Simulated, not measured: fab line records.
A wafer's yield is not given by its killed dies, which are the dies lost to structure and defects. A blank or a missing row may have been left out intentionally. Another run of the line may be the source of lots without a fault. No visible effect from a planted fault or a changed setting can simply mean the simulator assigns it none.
fab line records	flow n5_finfet
[record] lots = 12	wafers = 36	last_day = 16
route steps=1938 shown BEOL_M1@826 BEOL_M15@1820 MIM_TOP_LITHO@1847 PASSIVATION@1936
lots with no fault: from the same line, run without faults
start_h: hours from the record's opening day to when the first of the lot's shown wafers began	wait_h: time in hours since the lot's previous step	" the same as in the row above	L1.1+2: a single row standing in for several wafers	- value missing, or start not given	* or withheld: withheld	< > ~ a bound
route shown NAME@n: a module of which the file shows steps, and the number in the route of the first	usual: the fault-free wafers' mean and standard deviation	same: alike in all rows	chamber/n: place in a boat	sites: per-site readings	_std_site: their standard deviation	_edge_site: inner sites' mean taken away from outer sites' mean	radius_mm: how far each site lies from the wafer's centre	mask NAME#n: copy n	behind: tool/chamber where the wafer was last shaped	hold: why the lot went on hold/how many hours it stayed there/how the hold came to an end	device: names the non-switching transistor (n, p or np)	end of line: tests run on the same wafers once the route is complete	a step with no rows: only its recipe	killed: at the first sort, the dies lost to defects and structure; wafer yield is something else	map: dies across one wafer; x = killed, . = not, _ = none there
set.NAME: the setting as run; set.NAME@STEP: as run at that earlier step	model.NAME: the simulator's own value behind a step, which no gauge read
the route's steps for a sample of lots (tables are steps, rows are wafers)
services: from which hour (start_h, from the record's first day; less than 0 if before it) a tool's chamber was out of use, for how many hours, and why
[[steps]]
[step N5_BEOL_M1_SPUTTER_92]
[recipe] material = Cu	target_thk_a = 45	temp_c = -20	chamber_pressure_pa = 0.07	power_w = withheld	time_s = 8.29
[usual] chuck_gas_flow_sccm = 1.26/0.056	substrate_temp_c = -20.01/0.1	throttle_valve_pct = 29.9/1.3
lot.wafer	tool	chamber	start_h	wait_h	chuck_gas_flow_sccm	substrate_temp_c	throttle_valve_pct
L541.2	pvd_sputter-03	-	144.62	0.1	1.22	-20.15	31.0
L541.3	"	-	"	"	1.34	-20.04	30.6
L541.5	"	-	"	"	1.22	-19.99	29.4
L544.3	pvd_sputter-02	-	156.83	0.1	1.24	-20.17	30.5
L544.4	"	-	"	"	1.20	-19.99	29.4
L544.5	"	-	"	"	1.26	-19.98	29.6
L546.1	pvd_sputter-02	-	171.98	0.1	1.24	-20.12	30.9
L546.2	"	-	"	"	1.20	-20.00	29.2
L546.5	"	-	"	"	1.35	-19.93	29.4
L548.1	pvd_sputter-02	-	176.21	0.1	1.32	-19.92	30.9
L548.3	"	-	"	"	1.31	-19.87	29.5
L548.6	"	-	"	"	1.21	-19.97	30.7
L549.2	pvd_sputter-02	-	180.52	0.1	1.18	-20.03	29.5
L549.3	"	-	"	"	1.21	-20.04	30.5
L549.6	"	-	"	"	1.26	-20.07	29.2
L550.2	pvd_sputter-03	-	190.27	0.1	1.19	-20.15	30.5
L550.3	"	-	"	"	1.19	-20.05	31.2
L550.6	"	-	"	"	1.35	-19.87	31.3
L551.1	pvd_sputter-02	-	197.45	0.1	1.34	-20.09	30.7
L551.4	"	-	"	"	1.27	-19.97	31.0
L551.5	"	-	"	"	1.25	-20.10	29.9
L553.3	pvd_sputter-02	-	208.82	0.1	1.25	-20.08	31.0
L553.4	"	-	"	"	1.20	-20.10	29.7
L553.6	"	-	"	"	1.24	-20.03	29.6
L554.1	pvd_sputter-02	-	217.50	0.1	1.12	-20.09	30.6
L554.4	"	-	"	"	1.14	-19.84	31.1
L554.6	"	-	"	"	1.33	-19.97	29.6
L555.1	pvd_sputter-01	-	221.69	0.1	1.20	-20.20	27.7
L555.2	"	-	"	"	1.38	-19.97	29.5
L555.4	"	-	"	"	1.35	-19.99	26.6
L561.2	pvd_sputter-03	-	250.34	0.1	1.26	-19.97	30.9
L561.4	"	-	"	"	1.34	-20.14	30.5
L561.6	"	-	"	"	1.19	-19.96	31.1
L562.1	pvd_sputter-01	-	261.59	0.1	1.28	-20.03	30.3
L562.2	"	-	"	"	1.30	-20.12	29.6
L562.6	"	-	"	"	1.27	-19.95	30.4
[step N5_BEOL_M15_SPUTTER_44]
[recipe] material = Ta	target_thk_a = 150	temp_c = 50	bias_v = 80	power_w = 15000	chamber_pressure_pa = 0.07	time_s = 24.19
[usual] substrate_temp_c = 49.98/0.12	throttle_valve_pct = 29.8/1.3
lot.wafer	tool	chamber	start_h	wait_h	substrate_temp_c	throttle_valve_pct
L541.2	pvd_sputter-02	-	259.04	0.0	50.07	29.2
L541.3	"	-	"	"	49.70	30.7
L541.5	"	-	"	"	49.91	30.6
L544.3	pvd_sputter-03	-	260.97	0.0	49.99	29.0
L544.4	"	-	"	"	50.07	31.0
L544.5	"	-	"	"	50.04	31.5
L548.1	pvd_sputter-01	-	290.97	0.0	50.03	26.7
L548.3	"	-	"	"	49.95	29.7
L548.6	"	-	"	"	50.06	27.6
L546.1	pvd_sputter-03	-	291.05	0.0	50.11	31.1
L546.2	"	-	"	"	50.02	30.7
L546.5	"	-	"	"	49.86	31.0
L549.2	pvd_sputter-01	-	297.51	0.0	50.02	26.5
L549.3	"	-	"	"	50.07	30.5
L549.6	"	-	"	"	50.17	30.3
L551.1	pvd_sputter-01	-	312.74	0.0	50.05	26.8
L551.4	"	-	"	"	49.99	30.6
L551.5	"	-	"	"	49.96	29.7
L550.2	pvd_sputter-03	-	314.25	0.0	49.93	30.9
L550.3	"	-	"	"	49.99	31.3
L550.6	"	-	"	"	50.02	29.1
L553.3	pvd_sputter-02	-	322.94	0.0	49.94	30.8
L553.4	"	-	"	"	50.00	30.8
L553.6	"	-	"	"	49.83	29.2
L555.1	pvd_sputter-02	-	338.62	0.0	49.78	30.8
L555.2	"	-	"	"	49.96	30.7
L555.4	"	-	"	"	49.83	30.6
L554.1	pvd_sputter-03	-	339.32	0.0	50.13	31.3
L554.4	"	-	"	"	49.96	30.5
L554.6	"	-	"	"	49.98	30.4
L561.2	pvd_sputter-01	-	374.49	0.0	49.81	27.7
L561.4	"	-	"	"	49.98	29.6
L561.6	"	-	"	"	50.19	30.4
L562.1	pvd_sputter-01	-	375.01	0.0	49.95	29.8
L562.2	"	-	"	"	49.68	26.7
L562.6	"	-	"	"	49.94	29.8
[step N5_BEOL_M15_RS_MEAS_54]
[recipe] thk_meas_gauge = four-point-probe	reads = Cu_of_BEOL_M15_ECD_47+Ta_of_BEOL_M15_SPUTTER_44+TaN_of_BEOL_M15_SPUTTER_43
[usual] M15_RS = 0.0216/0.00033
lot.wafer	tool	chamber	start_h	wait_h	M15_RS[ohm/sq]
L541.2	film_metro-02	-	260.20	0.1	0.0216
L541.3	"	-	"	"	0.0209
L541.5	"	-	"	"	0.0209
L544.3	film_metro-01	-	262.13	0.1	0.0220
L544.4	"	-	"	"	0.0215
L544.5	"	-	"	"	0.0221
L548.1	film_metro-01	-	292.14	0.0	0.0215
L548.3	"	-	"	"	0.0220
L548.6	"	-	"	"	0.0209
L546.1	film_metro-02	-	292.25	0.0	0.0211
L546.2	"	-	"	"	0.0213
L546.5	"	-	"	"	0.0217
L549.2	film_metro-02	-	298.67	0.1	0.0212
L549.3	"	-	"	"	0.0217
L549.6	"	-	"	"	0.0213
L551.1	film_metro-01	-	313.92	0.1	0.0217
L551.4	"	-	"	"	0.0212
L551.5	"	-	"	"	0.0218
L550.2	film_metro-01	-	315.57	0.1	0.0222
L550.3	"	-	"	"	0.0213
L550.6	"	-	"	"	0.0221
L553.3	film_metro-01	-	325.17	0.1	0.0216
L553.4	"	-	"	"	0.0222
L553.6	"	-	"	"	0.0220
L555.1	film_metro-01	-	339.80	0.0	0.0214
L555.2	"	-	"	"	0.0216
L555.4	"	-	"	"	0.0221
L554.1	film_metro-01	-	340.51	0.0	0.0214
L554.4	"	-	"	"	0.0214
L554.6	"	-	"	"	0.0220
L561.2	film_metro-02	-	375.73	0.1	0.0213
L561.4	"	-	"	"	0.0220
L561.6	"	-	"	"	0.0215
L562.1	film_metro-01	-	376.17	0.0	0.0217
L562.2	"	-	"	"	0.0215
L562.6	"	-	"	"	0.0218
[step N5_MIM_TOP_LITHO_CD_MEAS_08]
[recipe] target_cd_nm = 2000	landing_energy_ev = 500	detector = se_inlens
[usual] cd_nm = 1998.9/1.5
lot.wafer	tool	chamber	start_h	wait_h	cd_nm
L541.2	cd_sem-02	0	263.52	-	1998.6
L541.3	"	0	"	"	1998.8
L541.5	"	0	"	"	1997.8
L544.3	cd_sem-03	0	267.77	-	2000.2
L544.4	"	0	"	"	1999.5
L544.5	"	0	"	"	1998.9
L548.1	cd_sem-02	0	294.96	-	1998.7
L548.3	"	0	"	"	1997.4
L548.6	"	0	"	"	1999.1
L546.1	cd_sem-03	0	297.10	-	1999.9
L546.2	"	0	"	"	1998.6
L546.5	"	0	"	"	1998.8
L549.2	cd_sem-01	0	302.36	-	1999.5
L549.3	"	0	"	"	1998.9
L549.6	"	0	"	"	1999.3
L551.1	cd_sem-02	0	316.09	-	1996.7
L551.4	"	0	"	"	1996.7
L551.5	"	0	"	"	1996.3
L550.2	cd_sem-03	0	322.24	-	1997.2
L550.3	"	0	"	"	1997.8
L550.6	"	0	"	"	1996.8
L553.3	cd_sem-02	0	329.61	-	2000.2
L553.4	"	0	"	"	2000.6
L553.6	"	0	"	"	1998.5
L555.1	cd_sem-02	0	343.58	-	2000.0
L555.2	"	0	"	"	1998.6
L555.4	"	0	"	"	1999.3
L554.1	cd_sem-02	0	343.81	-	2000.1
L554.4	"	0	"	"	1997.9
L554.6	"	0	"	"	1998.7
L561.2	cd_sem-03	0	378.57	-	1999.5
L561.4	"	0	"	"	1999.2
L561.6	"	0	"	"	2000.1
L562.1	cd_sem-02	0	379.33	-	1998.0
L562.2	"	0	"	"	1998.7
L562.6	"	0	"	"	1997.5
[step N5_PASSIVATION_PROBE_49]
[usual] defect_limited_yield = 91.3/1.5	killed_at_M0_to_M3 = 35/10	killed_at_M4_up = 13/5.3	killed_at_contacts = 12/5.7	killed_at_front_end = 39/11	killed_at_other = 3.3/2.7	killed_dies = 102/18	killed_open = 67/13	killed_short = 34/7.8	sort_bin_5_function = 5.1/1	sort_bin_6_memory = 3.3/0.68	sort_n_pass = 1078/18	sort_yield_pct = 91.3/1.5
[same] gross_dies = 1180	killed_at_back_side = 0	sort_bin_4_leakage[%] = 0	sort_bin_8_speed[%] = 0
lot.wafer	tool	chamber	start_h	wait_h	defect_limited_yield[%]	killed_at_M0_to_M3	killed_at_M4_up	killed_at_contacts	killed_at_front_end	killed_at_other	killed_dies	killed_open	killed_short	sort_bin_5_function[%]	sort_bin_6_memory[%]	sort_n_pass	sort_yield_pct[%]
L553.3	prober-02	-	341.74	0.8	77.4	176	27	9	52	3	267	78	43	14.4	5.3	913	77.4
L553.4	prober-02	-	341.79	0.8	89.7	43	17	16	44	2	122	81	40	5.9	3.8	1058	89.7
L553.6	prober-02	-	341.89	0.9	90.7	40	18	7	43	2	110	78	32	5.8	3.1	1070	90.7
L554.1	prober-02	-	358.78	0.3	92.7	36	14	7	26	3	86	52	34	5.5	1.7	1094	92.7
L554.4	prober-02	-	358.93	0.5	79.9	160	16	20	38	3	237	58	47	12.3	4.5	943	79.9
L554.6	prober-02	-	359.03	0.6	92.0	39	15	10	26	4	94	60	34	4.9	2.5	1086	92.0
// killed by level:class
L553.3 BEOL_M1:unspecified=143 STI_FIN_REVEAL:geometric_particle:open=17 BEOL_M0_SAQP:geometric_particle:short=11 BEOL_M4:geometric_particle:open=11 BEOL_M0_SAQP:geometric_particle:open=10 STI_FIN_REVEAL:geometric_particle:short=6 BEOL_M4:geometric_particle:short=6 FIN_SAQP:geometric_particle:open=5
L553.4 MOL_CONTACT_COAG:geometric_particle:open=13 FIN_SAQP:geometric_particle:open=11 FIN_SAQP:geometric_particle:short=10 BEOL_M3:geometric_particle:open=10 BEOL_M4:geometric_particle:open=10 STI_FIN_REVEAL:geometric_particle:open=8 BEOL_M0_SAQP:geometric_particle:open=6 BEOL_M0:geometric_particle:open=5
L553.6 STI_FIN_REVEAL:geometric_particle:open=12 BEOL_M1:geometric_particle:open=10 BEOL_M4:geometric_particle:open=10 BEOL_M3:geometric_particle:open=8 FIN_SAQP:geometric_particle:short=6 FIN_SAQP:geometric_particle:open=6 BEOL_M0_SAQP:geometric_particle:short=6 BEOL_M0_SAQP:geometric_particle:open=6
L554.1 FIN_SAQP:geometric_particle:short=9 BEOL_M0:geometric_particle:open=9 BEOL_M0_SAQP:geometric_particle:open=6 MOL_CONTACT_COAG:geometric_particle:open=5 BEOL_M0_SAQP:geometric_particle:short=5 BEOL_M4:geometric_particle:open=5 BEOL_M1:geometric_particle:short=4 GATE_CUT:geometric_particle:open=3
L554.4 BEOL_M1:unspecified=132 MOL_CONTACT_COAG:geometric_particle:open=15 STI_FIN_REVEAL:geometric_particle:open=8 BEOL_M4:geometric_particle:open=8 FIN_SAQP:geometric_particle:short=7 GATE_CUT:geometric_particle:short=7 BEOL_M0:geometric_particle:open=6 FIN_SAQP:geometric_particle:open=5
L554.6 BEOL_M4:geometric_particle:open=13 BEOL_M0_SAQP:geometric_particle:open=13 BEOL_M0_SAQP:geometric_particle:short=12 MOL_CONTACT_COAG:geometric_particle:open=9 FIN_SAQP:geometric_particle:short=6 FIN_SAQP:geometric_particle:open=5 BEOL_M1:geometric_particle:open=5 GATE_CUT:geometric_particle:short=3
[[services]]
tool	chamber	start_h	hours	kind
pvd_sputter-03	-	335.59	1.7	repair
[[key]]
[first_sign] step = N5_PASSIVATION_PROBE_49	reading = killed_at_M0_to_M3	direction = up	sigmas = 13	usual = 35	struck = 168
[effect] step = N5_PASSIVATION_PROBE_49	reading = defect_limited_yield	direction = down	sigmas = 8.4	usual = 91.3	struck = 78.6
[more_kills_born_at] N5_BEOL_M1_SPUTTER_92@pvd_sputter-02 = 275
met_at N5_BEOL_M1_SPUTTER_92
struck_lots L553,L554
struck_wafers L553.3,L554.4
not_acting_at N5_BEOL_M15_SPUTTER_44,N5_BEOL_M15_RS_MEAS_54,N5_MIM_TOP_LITHO_CD_MEAS_08
onset_between 197.45 208.82
[fault] kind = chamber_particle_source	tool = pvd_sputter-02	chamber = -	onset_h = 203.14	steps = N5_BEOL_M1_SPUTTER_92	rate_per_visit_cm2 = 1.0764	end_h = 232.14	scope = struck_wafers_only
